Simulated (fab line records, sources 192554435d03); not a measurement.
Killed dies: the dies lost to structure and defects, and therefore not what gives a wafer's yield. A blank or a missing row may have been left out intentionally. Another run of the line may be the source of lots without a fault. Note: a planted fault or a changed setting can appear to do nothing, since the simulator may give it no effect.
fab line records -- flow n5_finfet -- part 1 of 2: steps 1 to 4 of 6
record lots=21, wafers=63, last_day=19
route steps=1938 shown ZERO_LAYER@13 PMOS_HMC_CHANNEL_EPI@70 FIN_SAQP@98
lots that met no fault: taken from a fault-free run of the same line
start_h: hours from the record's first day to the start of the lot's first wafer shown -- wait_h: hours elapsed since this lot's preceding step -- " identical to the entry in the row above -- L1.1+2: several wafers, shown together as one row -- - no value present, or no start provided -- * or withheld: withheld -- < > ~ a bound
route shown NAME@n: names a module that has steps shown in the file, with the first one's number in the route -- usual: mean/standard deviation taken from wafers without a fault -- same: alike in all rows -- chamber/n: place in a boat -- sites: each site's reading -- _std_site: their standard deviation -- _edge_site: outer sites' mean less inner sites' -- radius_mm: how far each site lies from the wafer's centre -- mask NAME#n: copy n -- behind: the last tool/chamber to shape the wafer -- hold: reason for holding the lot/hours on hold/outcome of the hold -- device: whichever transistor did not switch (one of n, p or np) -- end of line: tests of these same wafers at the route's end -- a step given without rows: its recipe and nothing more -- killed: dies lost to structure and defects at the first sort, not the wafer's yield -- map: per-die view of a wafer (x killed, . not killed, _ where there is no die)
set.NAME: the setting as run; set.NAME@STEP: as run at that earlier step -- model.NAME: the simulator's own value behind a step, which no gauge read
one table for each step of the route and one row for each wafer, over a sample of lots
services: when a tool's chamber went out of use (start_h, in hours from the record's first day, below 0 if earlier), for how many hours, and the reason
## steps
# step N5_ZERO_LAYER_CD_MEAS_11
# recipe target_cd_nm=2000, landing_energy_ev=500, detector=se_inlens
# usual cd_nm=2000.5/1.5
# same landing_energy_ev=500
lot.wafer,tool,chamber,start_h,wait_h,cd_nm
L074.1,cd_sem-01,0,12.64,-,2001.6
L074.2,cd_sem-01,0,12.64,-,2000.6
L074.6,cd_sem-01,0,12.64,-,1999.6
L075.2,cd_sem-01,0,18.77,-,2000.6
L075.3,cd_sem-01,0,18.77,-,2000.7
L075.5,cd_sem-01,0,18.77,-,2000.5
L076.1,cd_sem-02,0,24.79,-,1999.2
L076.4,cd_sem-02,0,24.79,-,2001.5
L076.5,cd_sem-02,0,24.79,-,1999.4
L077.2,cd_sem-02,0,30.67,-,2002.4
L077.3,cd_sem-02,0,30.67,-,2001.3
L077.4,cd_sem-02,0,30.67,-,2001.9
L078.2,cd_sem-01,0,36.65,-,2001.2
L078.5,cd_sem-01,0,36.65,-,2001.2
L078.6,cd_sem-01,0,36.65,-,2003.8
L079.1,cd_sem-02,0,42.79,-,2002.0
L079.3,cd_sem-02,0,42.79,-,2000.3
L079.5,cd_sem-02,0,42.79,-,2002.4
L080.4,cd_sem-03,0,48.68,-,2001.2
L080.5,cd_sem-03,0,48.68,-,2001.9
L080.6,cd_sem-03,0,48.68,-,2001.2
L081.2,cd_sem-03,0,54.64,-,2000.6
L081.3,cd_sem-03,0,54.64,-,2001.8
L081.4,cd_sem-03,0,54.64,-,2003.3
L082.2,cd_sem-01,0,60.77,-,2001.5
L082.3,cd_sem-01,0,60.77,-,2002.1
L082.5,cd_sem-01,0,60.77,-,2000.0
L083.2,cd_sem-01,0,66.79,-,1998.5
L083.3,cd_sem-01,0,66.79,-,2000.4
L083.5,cd_sem-01,0,66.79,-,1998.1
L084.3,cd_sem-01,0,72.79,-,1998.0
L084.4,cd_sem-01,0,72.79,-,1998.3
L084.5,cd_sem-01,0,72.79,-,2000.9
L085.1,cd_sem-02,0,78.77,-,2002.5
L085.2,cd_sem-02,0,78.77,-,2002.6
L085.5,cd_sem-02,0,78.77,-,2000.5
L086.1,cd_sem-03,0,84.74,-,1997.1
L086.3,cd_sem-03,0,84.74,-,1997.2
L086.4,cd_sem-03,0,84.74,-,1996.0
L089.1,cd_sem-02,0,102.70,-,2000.1
L089.3,cd_sem-02,0,102.70,-,2000.5
L089.5,cd_sem-02,0,102.70,-,1999.5
L090.1,cd_sem-03,0,108.77,-,1999.3
L090.2,cd_sem-03,0,108.77,-,2002.1
L090.3,cd_sem-03,0,108.77,-,2001.5
L091.3,cd_sem-01,0,114.65,-,2001.0
L091.4,cd_sem-01,0,114.65,-,2000.3
L091.5,cd_sem-01,0,114.65,-,1999.3
L092.1,cd_sem-03,0,120.79,-,1999.6
L092.3,cd_sem-03,0,120.79,-,2000.3
L092.4,cd_sem-03,0,120.79,-,2000.6
L093.1,cd_sem-03,0,126.64,-,2001.8
L093.4,cd_sem-03,0,126.64,-,2000.0
L093.5,cd_sem-03,0,126.64,-,1999.7
L094.3,cd_sem-01,0,132.66,-,2000.8
L094.4,cd_sem-01,0,132.66,-,2002.1
L094.6,cd_sem-01,0,132.66,-,2002.4
L095.2,cd_sem-03,0,138.67,-,2000.7
L095.3,cd_sem-03,0,138.67,-,2000.4
L095.5,cd_sem-03,0,138.67,-,2000.0
L097.3,cd_sem-03,0,150.67,-,2000.5
L097.5,cd_sem-03,0,150.67,-,2001.0
L097.6,cd_sem-03,0,150.67,-,2001.1
# step N5_ZERO_LAYER_DESCUM_16
# recipe chemistry=O2, time_s=7.9, source_power_w=50, bias_power_w=20, pressure_mtorr=20, rf_frequency_hz=2.712e+07, temp_c=40, o2_flow_sccm=225
# usual bias_power_w=20.00/0.064, drypump_motor_current_A=5.6/0.48, oes_product_au=0.79/0.083, rf_vpp_V=243.6/1.3, showerhead_plenum_p_Torr=2.13/0.068, throttle_valve_pct=20.43/0.2
lot.wafer,tool,chamber,start_h,wait_h,bias_power_w,drypump_motor_current_A,oes_product_au,rf_hours_counter_h,rf_vpp_V,showerhead_plenum_p_Torr,throttle_valve_pct
L074.1,rie_diel-03,0,12.68,0.0,20.08,5.5,0.82,84,242.6,2.13,20.48
L074.2,rie_diel-03,2,12.68,0.0,20.03,6.3,0.75,175,244.2,2.18,20.63
L074.6,rie_diel-03,3,12.68,0.0,19.95,5.9,0.79,-,243.9,2.11,20.41
L075.2,rie_diel-02,1,18.80,0.0,20.05,5.0,0.74,179,243.7,2.18,20.45
L075.3,rie_diel-02,3,18.80,0.0,19.97,5.9,0.78,94,243.2,2.11,20.07
L075.5,rie_diel-02,1,18.80,0.0,19.97,5.1,0.75,-,243.2,2.18,20.44
L076.1,rie_diel-03,0,24.88,0.1,20.08,5.5,0.82,88,244.2,2.13,20.49
L076.4,rie_diel-03,2,24.88,0.1,19.97,6.3,0.74,-,244.6,2.18,20.63
L076.5,rie_diel-03,3,24.88,0.1,20.02,5.9,0.79,-,242.3,2.10,20.42
L077.2,rie_diel-06,1,30.70,0.0,20.04,5.1,0.72,182,241.6,2.00,20.70
L077.3,rie_diel-06,2,30.70,0.0,19.95,6.2,0.84,76,240.0,1.95,20.30
L077.4,rie_diel-06,0,30.70,0.0,19.95,5.9,0.68,-,241.2,2.06,20.70
L078.2,rie_diel-03,3,36.69,0.0,20.06,5.9,0.78,129,243.0,2.10,20.43
L078.5,rie_diel-03,2,36.69,0.0,20.01,6.3,0.73,-,243.6,2.18,20.65
L078.6,rie_diel-03,3,36.69,0.0,20.05,5.9,0.78,-,242.5,2.10,20.43
L079.1,rie_diel-02,1,42.83,0.0,20.01,5.1,0.74,186,244.4,2.17,20.46
L079.3,rie_diel-02,2,42.83,0.0,20.09,5.7,0.77,126,244.4,2.19,20.25
L079.5,rie_diel-02,3,42.83,0.0,20.01,5.9,0.78,-,243.7,2.11,20.08
L080.4,rie_diel-02,1,49.07,0.4,20.11,5.1,0.74,188,244.7,2.17,20.46
L080.5,rie_diel-02,1,49.07,0.4,19.97,5.0,0.74,-,243.6,2.17,20.48
L080.6,rie_diel-02,2,49.07,0.4,20.01,5.6,0.77,-,245.2,2.19,20.25
L081.2,rie_diel-02,2,54.84,0.2,19.91,5.7,0.78,131,244.3,2.19,20.26
L081.3,rie_diel-02,0,54.84,0.2,20.08,4.7,0.71,212,243.6,2.17,20.66
L081.4,rie_diel-02,3,54.84,0.2,20.01,5.9,0.78,105,243.5,2.11,20.09
L082.2,rie_diel-02,2,60.80,0.0,19.95,5.6,0.77,132,243.9,2.19,20.28
L082.3,rie_diel-02,1,60.80,0.0,19.96,5.0,0.73,192,245.3,2.17,20.47
L082.5,rie_diel-02,0,60.80,0.0,19.94,4.6,0.71,-,244.1,2.17,20.67
L083.2,rie_diel-03,1,66.83,0.0,20.03,5.6,0.99,4,243.9,2.13,20.20
L083.3,rie_diel-03,2,66.83,0.0,20.03,6.3,0.74,192,242.3,2.17,20.62
L083.5,rie_diel-03,1,66.83,0.0,19.93,5.6,1.00,-,244.1,2.13,20.20
L084.3,rie_diel-03,2,72.83,0.0,20.09,6.3,0.73,193,244.1,2.17,20.65
L084.4,rie_diel-03,0,72.83,0.0,20.12,5.5,0.79,100,244.5,2.12,20.51
L084.5,rie_diel-03,0,72.83,0.0,20.11,5.5,0.80,-,243.0,2.12,20.51
L085.1,rie_diel-02,3,78.80,0.0,20.02,5.9,0.77,112,244.5,2.10,20.10
L085.2,rie_diel-02,1,78.80,0.0,20.06,5.1,0.73,197,244.5,2.17,20.47
L085.5,rie_diel-02,2,78.80,0.0,19.94,5.7,0.77,-,244.3,2.19,20.26
L086.1,rie_diel-06,2,84.78,0.0,19.95,6.2,0.83,92,241.3,1.95,20.35
L086.3,rie_diel-06,3,84.78,0.0,19.98,5.4,0.96,8,245.7,2.24,20.01
L086.4,rie_diel-06,1,84.78,0.0,20.10,5.1,0.73,-,241.9,2.00,20.71
L089.1,rie_diel-03,1,102.77,0.1,20.05,5.6,0.96,13,245.5,2.13,20.23
L089.3,rie_diel-03,3,102.77,0.1,19.91,5.9,0.76,147,241.9,2.10,20.45
L089.5,rie_diel-03,2,102.77,0.1,19.91,6.3,0.73,-,243.3,2.17,20.66
L090.1,rie_diel-06,0,108.80,0.0,19.99,5.9,0.99,5,243.1,2.05,20.35
L090.2,rie_diel-06,1,108.80,0.0,20.11,5.0,0.71,203,241.6,2.00,20.73
L090.3,rie_diel-06,2,108.80,0.0,20.11,6.2,0.81,100,240.6,1.94,20.36
L091.3,rie_diel-03,3,114.70,0.1,19.98,5.9,0.77,-,241.5,2.10,20.44
L091.4,rie_diel-03,2,114.70,0.1,20.06,6.4,0.73,-,244.4,2.17,20.66
L091.5,rie_diel-03,3,114.70,0.1,20.00,5.9,0.76,-,242.5,2.10,20.46
L092.1,rie_diel-02,2,120.83,0.0,20.02,5.6,0.75,149,243.7,2.19,20.29
L092.3,rie_diel-02,0,120.83,0.0,20.00,4.6,0.69,232,244.7,2.16,20.70
L092.4,rie_diel-02,1,120.83,0.0,20.00,5.0,0.72,210,244.4,2.17,20.49
L093.1,rie_diel-03,1,126.85,0.2,19.94,5.6,0.94,18,244.0,2.13,20.22
L093.4,rie_diel-03,3,126.85,0.2,19.98,5.9,0.75,156,241.7,2.09,20.44
L093.5,rie_diel-03,1,126.85,0.2,20.02,5.6,0.93,-,242.5,2.13,20.23
L094.3,rie_diel-06,3,132.70,0.0,20.11,5.4,0.91,24,245.5,2.23,20.03
L094.4,rie_diel-06,1,132.70,0.0,20.07,5.1,0.71,209,240.6,1.99,20.71
L094.6,rie_diel-06,3,132.70,0.0,19.92,5.4,0.90,-,246.6,2.23,20.02
L095.2,rie_diel-06,2,138.71,0.0,20.00,6.2,0.81,107,241.6,1.94,20.36
L095.3,rie_diel-06,1,138.71,0.0,20.02,5.1,0.71,210,242.1,1.99,20.74
L095.5,rie_diel-06,3,138.71,0.0,19.95,5.4,0.91,-,246.4,2.23,20.02
L097.3,rie_diel-03,1,150.71,0.0,20.02,5.5,0.94,26,244.1,2.13,20.24
L097.5,rie_diel-03,3,150.71,0.0,19.94,5.9,0.75,-,242.7,2.09,20.47
L097.6,rie_diel-03,2,150.71,0.0,20.20,6.3,0.71,-,244.4,2.16,20.68
# step N5_PMOS_HMC_CHANNEL_EPI_HM_OPEN_15
# recipe chemistry=CHF3/O2, target=SiO2, mask_material=CAR-ArF-block, target_depth_a=406, CHF3_flow_sccm=50, O2_flow_sccm=5, Ar_flow_sccm=200, time_s=20.3, pressure_mtorr=30, source_w=650, bias_w=170, ion_energy_ev=200
# usual drypump_motor_current_A=5.5/0.51, oes_ar_750_au=0.77/0.075, oes_product_au=0.77/0.079, rf_vpp_V=527/3.7, showerhead_plenum_p_Torr=2.44/0.077, throttle_valve_pct=18.87/0.2
lot.wafer,tool,chamber,start_h,wait_h,drypump_motor_current_A,oes_ar_750_au,oes_product_au,rf_hours_counter_h,rf_vpp_V,showerhead_plenum_p_Torr,throttle_valve_pct
L074.1,rie_diel-02,0,17.59,0.0,4.7,0.71,0.71,201,527,2.49,19.09
L074.2,rie_diel-02,1,17.59,0.0,5.1,0.74,0.75,179,530,2.49,18.90
L074.6,rie_diel-02,0,17.59,0.0,4.7,0.71,0.71,-,528,2.49,19.09
L075.2,rie_diel-02,2,23.75,0.0,5.7,0.78,0.78,121,532,2.51,18.67
L075.3,rie_diel-02,3,23.75,0.0,5.9,0.78,0.78,95,521,2.43,18.57
L075.5,rie_diel-02,1,23.75,0.0,5.1,0.75,0.74,-,531,2.49,18.91
L076.1,rie_diel-06,1,29.58,0.0,5.1,0.73,0.73,182,528,2.30,19.11
L076.4,rie_diel-06,1,29.58,0.0,5.1,0.73,0.72,-,528,2.30,19.11
L076.5,rie_diel-06,0,29.58,0.0,5.9,0.69,0.68,-,529,2.37,19.20
L077.2,rie_diel-02,3,35.42,0.0,5.9,0.78,0.78,99,520,2.43,18.54
L077.3,rie_diel-02,1,35.42,0.0,5.0,0.74,0.74,184,530,2.49,18.91
L077.4,rie_diel-02,2,35.42,0.0,5.6,0.77,0.78,125,529,2.51,18.65
L078.2,rie_diel-06,2,41.93,0.0,6.2,0.83,0.84,81,526,2.24,18.72
L078.5,rie_diel-06,2,41.93,0.0,6.2,0.82,0.84,-,523,2.24,18.73
L078.6,rie_diel-06,0,41.93,0.0,5.9,0.69,0.68,-,529,2.37,19.22
L079.1,rie_diel-03,2,47.22,0.0,6.3,0.74,0.73,187,528,2.49,19.03
L079.3,rie_diel-03,0,47.22,0.0,5.5,0.80,0.80,94,526,2.43,18.86
L079.5,rie_diel-03,2,47.22,0.0,6.3,0.74,0.73,-,529,2.49,19.05
L080.4,rie_diel-03,2,53.65,0.0,6.4,0.73,0.73,188,530,2.49,19.04
L080.5,rie_diel-03,1,53.65,0.0,5.6,1.00,1.01,-,532,2.47,18.77
L080.6,rie_diel-03,2,53.65,0.0,6.4,0.73,0.73,-,530,2.49,19.06
L081.2,rie_diel-02,3,59.68,0.0,5.9,0.78,0.78,106,520,2.42,18.56
L081.3,rie_diel-02,0,59.68,0.0,4.7,0.70,0.69,213,527,2.49,19.11
L081.4,rie_diel-02,1,59.68,0.0,5.1,0.74,0.74,192,529,2.49,18.89
L082.2,rie_diel-03,1,65.56,0.0,5.6,0.97,0.98,4,532,2.47,18.78
L082.3,rie_diel-03,0,65.56,0.0,5.5,0.79,0.79,98,527,2.43,18.88
L082.5,rie_diel-03,0,65.56,0.0,5.5,0.80,0.80,-,527,2.43,18.88
L083.2,rie_diel-06,3,71.16,0.0,5.4,0.95,0.96,5,534,2.57,18.47
L083.3,rie_diel-06,1,71.16,0.0,5.0,0.72,0.72,194,527,2.30,19.14
L083.5,rie_diel-06,1,71.16,0.0,5.1,0.72,0.72,-,531,2.30,19.12
L084.3,rie_diel-02,3,77.80,0.0,5.9,0.77,0.77,111,519,2.42,18.58
L084.4,rie_diel-02,2,77.80,0.0,5.7,0.76,0.76,137,530,2.50,18.64
L084.5,rie_diel-02,0,77.80,0.0,4.7,0.69,0.69,-,527,2.49,19.13
L085.1,rie_diel-02,3,83.74,0.0,5.9,0.76,0.77,112,520,2.42,18.57
L085.2,rie_diel-02,1,83.74,0.0,5.1,0.73,0.73,198,528,2.49,18.94
L085.5,rie_diel-02,3,83.74,0.0,5.9,0.77,0.78,-,520,2.42,18.57
L086.1,rie_diel-03,2,89.84,0.0,6.4,0.73,0.73,197,530,2.48,19.07
L086.3,rie_diel-03,0,89.84,0.0,5.5,0.79,0.79,104,526,2.43,18.88
L086.4,rie_diel-03,1,89.84,0.0,5.6,0.95,0.97,10,533,2.47,18.78
L089.1,rie_diel-03,2,107.63,0.0,6.4,0.72,0.72,202,530,2.48,19.06
L089.3,rie_diel-03,3,107.63,0.0,5.9,0.76,0.76,148,525,2.41,18.92
L089.5,rie_diel-03,3,107.63,0.0,5.9,0.76,0.76,-,524,2.41,18.91
L090.1,rie_diel-06,0,113.53,0.0,5.9,0.97,0.99,7,526,2.37,18.83
L090.2,rie_diel-06,3,113.53,0.0,5.4,0.91,0.93,18,531,2.56,18.47
L090.3,rie_diel-06,1,113.53,0.0,5.1,0.72,0.72,204,528,2.29,19.14
L091.3,rie_diel-02,3,120.39,0.0,5.9,0.76,0.76,123,519,2.42,18.60
L091.4,rie_diel-02,0,120.39,0.0,4.7,0.69,0.68,232,528,2.48,19.13
L091.5,rie_diel-02,1,120.39,0.0,5.1,0.72,0.72,-,530,2.48,18.93
L092.1,rie_diel-02,1,126.69,0.0,5.1,0.72,0.72,212,529,2.48,18.94
L092.3,rie_diel-02,2,126.69,0.0,5.6,0.75,0.75,151,530,2.50,18.70
L092.4,rie_diel-02,0,126.69,0.0,4.7,0.68,0.69,234,528,2.48,19.13
L093.1,rie_diel-02,2,131.70,0.0,5.7,0.75,0.75,153,531,2.50,18.67
L093.4,rie_diel-02,0,131.70,0.0,4.7,0.68,0.68,236,528,2.48,19.16
L093.5,rie_diel-02,1,131.70,0.0,5.1,0.72,0.72,-,530,2.48,18.96
L094.3,rie_diel-02,2,137.86,0.0,5.6,0.75,0.75,155,530,2.49,18.70
L094.4,rie_diel-02,1,137.86,0.0,5.1,0.72,0.72,216,528,2.48,18.95
L094.6,rie_diel-02,3,137.86,0.0,5.9,0.75,0.75,-,519,2.41,18.61
L095.2,rie_diel-02,3,144.68,0.0,5.9,0.75,0.76,132,519,2.41,18.61
L095.3,rie_diel-02,1,144.68,0.0,5.1,0.71,0.73,219,528,2.48,18.97
L095.5,rie_diel-02,1,144.68,0.0,5.1,0.72,0.72,-,530,2.48,18.95
L097.3,rie_diel-06,1,155.36,0.0,5.1,0.71,0.71,215,527,2.29,19.17
L097.5,rie_diel-06,3,155.36,0.0,5.4,0.89,0.90,-,532,2.56,18.50
L097.6,rie_diel-06,2,155.36,0.0,6.2,0.79,0.80,-,526,2.23,18.77
# step N5_PMOS_HMC_CHANNEL_EPI_STRIP_33
# recipe chemistry=N2/H2, power_w=500, temp_c=40, pressure_mtorr=50, rf_frequency_hz=6e+07, overash_fraction=0.3, bias_power_w=8, h2_frac=0.5, n2_flow_sccm=300, h2_flow_sccm=300
# usual bias_power_w=7.996/0.023, drypump_motor_current_A=5.6/0.51, oes_product_au=0.77/0.08, rf_vpp_V=54.2/1.5, showerhead_plenum_p_Torr=3.40/0.11, throttle_valve_pct=18.75/0.19
lot.wafer,tool,chamber,start_h,wait_h,bias_power_w,drypump_motor_current_A,oes_product_au,rf_hours_counter_h,rf_vpp_V,showerhead_plenum_p_Torr,throttle_valve_pct
L074.1,rie_diel-02,0,17.65,0.0,8.012,4.7,0.72,201,53.4,3.46,18.85
L074.2,rie_diel-02,1,17.65,0.0,8.021,5.1,0.74,179,54.6,3.48,18.78
L074.6,rie_diel-02,0,17.65,0.0,7.987,4.7,0.70,-,53.0,3.46,18.83
L075.2,rie_diel-02,2,23.80,0.0,8.011,5.7,0.79,121,55.2,3.52,18.52
L075.3,rie_diel-02,3,23.80,0.0,7.952,5.9,0.79,95,52.2,3.40,18.51
L075.5,rie_diel-02,1,23.80,0.0,8.015,5.1,0.75,-,56.9,3.48,18.73
L076.1,rie_diel-06,1,29.64,0.0,7.995,5.0,0.73,182,53.7,3.20,18.98
L076.4,rie_diel-06,1,29.64,0.0,7.991,5.1,0.73,-,52.8,3.20,18.96
L076.5,rie_diel-06,0,29.64,0.0,7.986,5.9,0.67,-,50.1,3.30,19.03
L077.2,rie_diel-02,3,35.48,0.0,8.011,5.9,0.79,99,55.7,3.40,18.48
L077.3,rie_diel-02,1,35.48,0.0,7.972,5.1,0.74,184,53.1,3.48,18.79
L077.4,rie_diel-02,2,35.48,0.0,7.956,5.6,0.77,125,54.6,3.52,18.48
L078.2,rie_diel-06,2,42.02,0.1,8.027,6.2,0.84,81,55.4,3.13,18.97
L078.5,rie_diel-06,2,42.02,0.1,7.986,6.2,0.83,-,55.0,3.13,18.96
L078.6,rie_diel-06,0,42.02,0.1,8.000,5.9,0.69,-,53.2,3.30,19.00
L079.1,rie_diel-03,2,47.27,0.0,7.965,6.4,0.73,187,53.0,3.49,19.07
L079.3,rie_diel-03,0,47.27,0.0,7.984,5.5,0.80,94,56.9,3.39,18.59
L079.5,rie_diel-03,2,47.27,0.0,7.972,6.4,0.73,-,54.3,3.49,19.06
L080.4,rie_diel-03,2,53.71,0.0,8.004,6.4,0.73,188,53.1,3.49,19.06
L080.5,rie_diel-03,1,53.71,0.0,8.019,5.6,1.00,-,53.8,3.44,18.68
L080.6,rie_diel-03,2,53.71,0.0,8.010,6.3,0.73,-,55.9,3.49,19.06
L081.2,rie_diel-02,3,59.73,0.0,7.996,5.9,0.78,106,54.4,3.40,18.50
L081.3,rie_diel-02,0,59.73,0.0,7.999,4.7,0.71,213,53.6,3.45,18.84
L081.4,rie_diel-02,1,59.73,0.0,8.013,5.1,0.73,192,52.2,3.47,18.78
L082.2,rie_diel-03,1,65.62,0.0,8.018,5.6,1.00,4,55.5,3.44,18.67
L082.3,rie_diel-03,0,65.62,0.0,7.995,5.5,0.82,98,53.6,3.39,18.56
L082.5,rie_diel-03,0,65.62,0.0,8.002,5.5,0.80,-,52.0,3.39,18.56
L083.2,rie_diel-06,3,71.22,0.0,8.042,5.4,0.96,5,53.3,3.57,18.46
L083.3,rie_diel-06,1,71.22,0.0,8.002,5.1,0.74,194,55.5,3.20,19.01
L083.5,rie_diel-06,1,71.22,0.0,7.985,5.1,0.72,-,53.1,3.20,18.99
L084.3,rie_diel-02,3,77.85,0.0,8.020,5.9,0.77,111,53.0,3.39,18.53
L084.4,rie_diel-02,2,77.85,0.0,7.983,5.7,0.76,137,52.6,3.51,18.53
L084.5,rie_diel-02,0,77.85,0.0,8.017,4.7,0.69,-,54.7,3.45,18.86
L085.1,rie_diel-02,3,83.80,0.0,7.959,5.9,0.78,112,53.6,3.39,18.50
L085.2,rie_diel-02,1,83.80,0.0,8.029,5.1,0.73,198,53.3,3.47,18.79
L085.5,rie_diel-02,3,83.80,0.0,7.967,5.9,0.76,-,57.3,3.39,18.53
L086.1,rie_diel-03,2,89.89,0.0,7.984,6.3,0.74,197,56.2,3.48,19.11
L086.3,rie_diel-03,0,89.89,0.0,8.052,5.5,0.79,104,54.8,3.39,18.59
L086.4,rie_diel-03,1,89.89,0.0,7.983,5.6,0.98,10,53.2,3.44,18.71
L089.1,rie_diel-03,2,107.68,0.0,7.957,6.4,0.73,202,56.8,3.48,19.07
L089.3,rie_diel-03,3,107.68,0.0,7.971,5.9,0.76,148,57.4,3.36,18.73
L089.5,rie_diel-03,3,107.68,0.0,7.997,5.9,0.76,-,55.9,3.36,18.72
L090.1,rie_diel-06,0,113.59,0.0,8.043,5.9,0.99,7,51.8,3.29,18.65
L090.2,rie_diel-06,3,113.59,0.0,7.968,5.4,0.92,18,55.4,3.56,18.43
L090.3,rie_diel-06,1,113.59,0.0,8.003,5.1,0.72,204,53.2,3.19,19.00
L091.3,rie_diel-02,3,120.44,0.0,7.992,5.9,0.77,123,55.6,3.39,18.56
L091.4,rie_diel-02,0,120.44,0.0,8.001,4.7,0.68,232,54.1,3.44,18.89
L091.5,rie_diel-02,1,120.44,0.0,7.993,5.1,0.72,-,53.0,3.46,18.82
L092.1,rie_diel-02,1,126.74,0.0,8.053,5.1,0.72,212,53.0,3.46,18.81
L092.3,rie_diel-02,2,126.74,0.0,7.996,5.6,0.74,151,52.5,3.50,18.56
L092.4,rie_diel-02,0,126.74,0.0,8.023,4.7,0.68,234,55.3,3.44,18.88
L093.1,rie_diel-02,2,131.76,0.0,7.998,5.7,0.74,153,56.0,3.50,18.55
L093.4,rie_diel-02,0,131.76,0.0,7.974,4.7,0.69,236,54.6,3.44,18.90
L093.5,rie_diel-02,1,131.76,0.0,7.986,5.1,0.73,-,53.2,3.46,18.84
L094.3,rie_diel-02,2,137.91,0.0,8.018,5.6,0.76,155,51.9,3.50,18.60
L094.4,rie_diel-02,1,137.91,0.0,8.034,5.1,0.72,216,54.3,3.46,18.83
L094.6,rie_diel-02,3,137.91,0.0,8.018,5.9,0.75,-,52.3,3.38,18.56
L095.2,rie_diel-02,3,144.73,0.0,7.946,5.9,0.76,132,55.3,3.38,18.56
L095.3,rie_diel-02,1,144.73,0.0,7.976,5.1,0.72,219,56.1,3.46,18.83
L095.5,rie_diel-02,1,144.73,0.0,7.986,5.0,0.72,-,56.9,3.46,18.79
L097.3,rie_diel-06,1,155.42,0.0,7.994,5.1,0.71,215,52.5,3.19,19.04
L097.5,rie_diel-06,3,155.42,0.0,7.997,5.4,0.91,-,51.5,3.55,18.49
L097.6,rie_diel-06,2,155.42,0.0,8.001,6.2,0.81,-,54.5,3.12,19.01
